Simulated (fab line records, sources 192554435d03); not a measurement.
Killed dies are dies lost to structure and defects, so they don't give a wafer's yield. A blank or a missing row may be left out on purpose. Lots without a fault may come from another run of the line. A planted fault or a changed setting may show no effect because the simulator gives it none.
Chamber matching | flow n5_finfet | N5_DUMMY_GATE_ETCH_36 on rie_diel-04: 4 sister chambers
The step etches SiARC in CF4, target depth 13 nm. 4 wafers are shown with their chamber, then 9 later ones without.

WAFERS WITH THEIR CHAMBER
wafer  | chamber | showerhead_plenum_p_Torr (Torr)
L273.4 | 0       | 2.03
L278.1 | 2       | 2.08
L278.2 | 1       | 2.24
L278.5 | 3       | 2.19

WAFERS WITHOUT THEIR CHAMBER
wafer  | showerhead_plenum_p_Torr (Torr)
L283.1 | 2.23
L283.5 | 2.23
L283.6 | 2.08
L284.2 | 2.18
L284.4 | 2.08
L284.6 | 2.08
L286.2 | 2.27
L286.5 | 2.27
L286.6 | 2.23

WHICH CHAMBER EACH WENT THROUGH
wafer  | from the rows above     | in truth
L283.1 | can't be placed: 1 or 3 | 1
L283.5 | can't be placed: 1 or 3 | 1
L283.6 | 2                       | 2
L284.2 | 3                       | 3
L284.4 | 2                       | 2
L284.6 | 2                       | 2
L286.2 | 1                       | 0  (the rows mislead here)
L286.5 | 1                       | 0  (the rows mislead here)
L286.6 | can't be placed: 1 or 3 | 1
Placed correctly: 4 of 9. Can't be placed from these rows: 3 (the true chamber is among the candidates in 3). Placed wrongly: 2.
How it was worked out, from the rows above alone: a wafer's distance from a chamber is the root of the sum, over the readings, of the square of ((its reading less the chamber's mean) divided by the reading's scatter). The wafer belongs to the nearest chamber; if the next one is less than 2 further off, it can't be placed. A chamber's mean is the mean of its shown wafers. The scatter: with one shown wafer a chamber, the root of the mean of the squares of how far each hidden wafer lies from its nearest shown one.
